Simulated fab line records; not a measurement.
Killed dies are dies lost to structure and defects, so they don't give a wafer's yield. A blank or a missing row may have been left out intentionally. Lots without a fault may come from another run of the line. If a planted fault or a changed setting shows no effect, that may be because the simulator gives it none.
Struck lot and sound lot, side by side ; flow n5Finfet ; 27 out of 1938 route steps
Sound: the wafers L182.1, L182.3, L182.5. Wafers L199.2, L199.3, L199.6 were the ones struck. The cause is given at the end.
At each step with rows: each side's tool, then ch and its chambers, then its first start. Under that, the readings that differ: sound wafers ; struck wafers ; difference of the means ; sigmas: that difference in standard deviations of wafers without a fault.
alike: readings whose means differ by less than 2 such deviations, and words and numbers that are the same on both sides. not compared: withheld readings, readings that some wafer has no value for, bounds like >300 that may hide the same value, and numbers for which the record gives no deviation and whose values overlap.
Wherever a step has rows on one side only, a row that says differs or no value, or a row with sigmas, the two part there. When numbers do not overlap yet have no deviation, they are printed without sigmas and do not part them. A reading missing from all wafers of one side parts the sides only when that side holds two or more wafers.

N5_MOL_CONTACT_COAG_INSPECT_97: inspects for defects (darkfield).
  sound on defectInspect-02 at day 5 21:31; struck on defectInspect-02 at day 10 05:20
  alike: rawDefectCount
then, 1 step without rows for these wafers: N5_BEOL_M0_SAQP_PECVD_00 (deposits SiCN from 3MS/NH3, target thk 8 nm, time 14 s).
N5_BEOL_M0_SAQP_ILD_DEP_01: deposits SiOC from DEMS/O2, target thk 45.419 nm, time 8.7 s.
  sound on pecvd-01 ch 1,2, day 5 21:53; struck on pecvd-03 ch 0,1, day 10 05:40
reading;sound;struck;difference;sigmas
showerheadPlenumPTorr (Torr);5.684 5.692 5.655;5.709 5.718 5.710;+0.035;+2
  alike: heaterPowerW, throttleValvePct
then, 1 step without rows for these wafers: N5_BEOL_M0_SAQP_HM_DEP_02 (deposits TiN, target thk 12 nm).
N5_BEOL_M0_SAQP_PECVD_03: deposits SiCN from 3MS/NH3, target thk 12 nm, time 21.1 s.
  sound on pecvd-01 ch 0,1, day 5 23:53; struck on pecvd-04 ch 0,1, day 10 07:55
  alike: showerheadPlenumPTorr, throttleValvePct
then, 2 steps without rows for these wafers: N5_BEOL_M0_SAQP_PECVD_96 (deposits a-Si from SiH4/He, target thk 45 nm, time 45.2 s); N5_BEOL_M0_SAQP_PECVD_97 (deposits SiNx from SiH4/NH3/N2, target thk 23 nm, time 19.9 s).
N5_BEOL_M0_SAQP_PECVD_04: deposits a-Si from SiH4/He, target thk 60 nm, time 60.2 s.
  sound on pecvd-01 ch 0,1, day 6 00:01; struck on pecvd-04 ch 0,1, day 10 08:01
  alike: heaterPowerW, showerheadPlenumPTorr, throttleValvePct
N5_BEOL_M0_SAQP_THK_MEAS_05:
  sound on filmMetro-01 at day 6 00:07; struck on filmMetro-02 at day 10 08:07
  alike: thkNm
N5_BEOL_M0_SAQP_HM_DEP_111: deposits SiO2 from SiH4/N2O, target thk 12 nm, time 7.2 s.
  sound on pecvd-03 ch 0,1,2, day 6 00:08; struck on pecvd-01 ch 0,1,2, day 10 08:09
  alike: heaterPowerW, showerheadPlenumPTorr
then, 1 step without rows for these wafers: N5_BEOL_M0_SAQP_COAT_81 (time 60 s, resist thk 100 nm).
N5_BEOL_M0_SAQP_COAT_82: time 60 s, resist thk 30 nm.
  sound on lithoTrack-02 ch 0, day 6 00:13; struck on lithoTrack-05 ch 0, day 10 08:14
reading;sound;struck;difference;sigmas
spinSpeedRpm (rpm);1500.6 1499.9 1500.0;1594.8 1591.6 1590.1;+92.0;+96
model.SiARC_of_BEOL_M0_SAQP_COAT_82.thkNm (nm);30 30 30;29.2 29.2 29.2;-0.8;
  alike: dispensePressureKPa
then, 6 steps without rows for these wafers: N5_BEOL_M0_SAQP_COAT_08 (resist thk 90 nm); N5_BEOL_M0_SAQP_EBR_10; N5_BEOL_M0_SAQP_SOFTBAKE_09 (time 60 s); N5_BEOL_M0_SAQP_EXPOSE_11 (exposes mask M0 CORE, target cd 42 nm); N5_BEOL_M0_SAQP_PEB_12 (peb time 60 s); N5_BEOL_M0_SAQP_DEVELOP_13 (develop time 30 s).
N5_BEOL_M0_SAQP_CD_MEAS_14: target cd 42.5 nm.
  sound on cdSem-02 ch 0, day 6 00:35; struck on cdSem-02 ch 0, day 10 08:29
  alike: cdNm
N5_BEOL_M0_SAQP_OVL_MEAS_15:
  sound on overlay-02 ch 0, day 6 00:37; struck on overlay-01 ch 0, day 10 08:31
  alike: M0_CORE_OVL
N5_BEOL_M0_SAQP_INSPECT_16: inspects for defects (brightfield).
  sound on defectInspect-01 at day 6 00:38; struck on defectInspect-02 at day 10 08:32
  alike: rawDefectCount
N5_BEOL_M0_SAQP_DESCUM_19: chemistry O2, time 7.9 s.
  sound on rieDiel-05 ch 0,2, day 6 00:41; struck on rieDiel-03 ch 0,1, day 10 08:43
  alike: drypumpMotorCurrentA, oesProductAu, rfVppV, showerheadPlenumPTorr, tempC, throttleValvePct
  not compared: rfHoursCounterH
N5_BEOL_M0_SAQP_ETCH_83: etches SiARC in CF4, target depth 39 nm, time 65 s.
  sound on rieDiel-05 ch 0,2, day 6 00:43; struck on rieDiel-03 ch 0,1, day 10 08:45
reading;sound;struck;difference;sigmas
model.etch.depthNm (nm);29.98 29.97 30.09;29.18 29.24 29.15;-0.82;
model.CAR-ArF_of_BEOL_M0_SAQP_COAT_08.thkNm (nm);55.6 55.6 55.2;56.4 57 56.8;+1.3;
  alike: drypumpMotorCurrentA, etchRfOnTimeS, oesProductAu, rfVppV, showerheadPlenumPTorr, throttleValvePct
  not compared: rfHoursCounterH
then, 2 steps without rows for these wafers: N5_BEOL_M0_SAQP_ETCH_84 (etches SOC in N2/H2, target depth 100 nm, overetch 20 nm, time 150 s); N5_BEOL_M0_SAQP_STRIP_80 (strips in N2/H2).
N5_BEOL_M0_SAQP_HM_OPEN_112: chemistry CHF3/O2, target SiO2, stops on a-Si, target depth 12 nm, time 13.5 s.
  sound on rieDiel-05 ch 0,2, day 6 00:52; struck on rieDiel-03 ch 0,1, day 10 08:55
  alike: drypumpMotorCurrentA, oesProductAu, rfVppV, showerheadPlenumPTorr, throttleValvePct
  not compared: rfHoursCounterH, model.SiARC_of_BEOL_M0_SAQP_COAT_82.thkNm
then, 1 step without rows for these wafers: N5_BEOL_M0_SAQP_STRIP_113 (strips in CHF3/O2).

== WHERE THEY PART ==
First at N5_BEOL_M0_SAQP_ILD_DEP_01; last, within this record, at N5_BEOL_M0_SAQP_COAT_82. Later steps at which nothing parts them and some readings are alike: N5_BEOL_M0_SAQP_CD_MEAS_14, N5_BEOL_M0_SAQP_OVL_MEAS_15, N5_BEOL_M0_SAQP_INSPECT_16, N5_BEOL_M0_SAQP_DESCUM_19, N5_BEOL_M0_SAQP_ETCH_83, N5_BEOL_M0_SAQP_HM_OPEN_112.

WHY: what the simulator had put in
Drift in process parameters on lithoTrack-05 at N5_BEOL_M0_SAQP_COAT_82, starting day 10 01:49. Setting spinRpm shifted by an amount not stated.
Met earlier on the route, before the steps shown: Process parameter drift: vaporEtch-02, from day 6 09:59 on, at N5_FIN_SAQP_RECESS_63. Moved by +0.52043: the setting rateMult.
